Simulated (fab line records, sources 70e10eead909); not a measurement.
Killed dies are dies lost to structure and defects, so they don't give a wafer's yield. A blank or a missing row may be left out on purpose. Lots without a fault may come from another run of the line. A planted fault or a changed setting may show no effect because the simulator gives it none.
Which tool did it? | flow nand_harc | 6 lots, 18 wafers sampled, at 2 steps of a route of 1159

WHAT THE GAUGES READ, wafer by wafer
NHARC_A_BONDPAD_THK_MEAS_30: measures by ellipsometry.
lot  | measured     | on            | thk_nm (nm)
L259 | day 18 03:10 | film_metro-02 | 198.1 199.2 199.6
L262 | day 18 09:34 | film_metro-01 | 198.8 201.5 199.8
L265 | day 19 17:11 | film_metro-01 | 200.0 201.0 201.4
L267 | day 19 22:47 | film_metro-01 | 202.4 202.4 201.8
L272 | day 21 04:29 | film_metro-01 | 200.8 201.8 200.3
L282 | day 23 16:14 | film_metro-02 | 199.3 201.8 197.3

WHICH TOOL RAN EACH LOT (tool, then ch and the chambers of the sampled wafers, then the start)
lot  | NHARC_A_M1_PRE_CLEAN_32
L259 | pecvd-04 ch 1,2, day 18 01:52
L262 | pecvd-01 ch 0,2, day 18 07:52
L265 | pecvd-01 ch 1,2, day 19 15:43
L267 | pecvd-01 ch 1,2, day 19 21:30
L272 | pecvd-01 ch 0,1, day 21 03:13
L282 | pecvd-04 ch 0,1, day 23 14:50
- NHARC_A_M1_PRE_CLEAN_32: time 12 s.

THE ANSWER, worked out from the rows above alone
Rule: what is usual is taken from the lots themselves. Put in order of their means at a reading, lots are off if they are a third of the lots or fewer, leave a main group of 4 or more, and stand apart from it by a gap of 3 or more times the standard deviation of the main group's means; of several such gaps the widest counts. A main group whose means are all the same, to the digits that the tables above print for the reading, isn't used. A lot without any number at a reading at which 4 lots or more have one is off too. The other lots that the step has rows for count as sound.
No lot is off at any reading shown: from this, nothing can be told.

WHAT THE SIMULATOR HAD PUT IN
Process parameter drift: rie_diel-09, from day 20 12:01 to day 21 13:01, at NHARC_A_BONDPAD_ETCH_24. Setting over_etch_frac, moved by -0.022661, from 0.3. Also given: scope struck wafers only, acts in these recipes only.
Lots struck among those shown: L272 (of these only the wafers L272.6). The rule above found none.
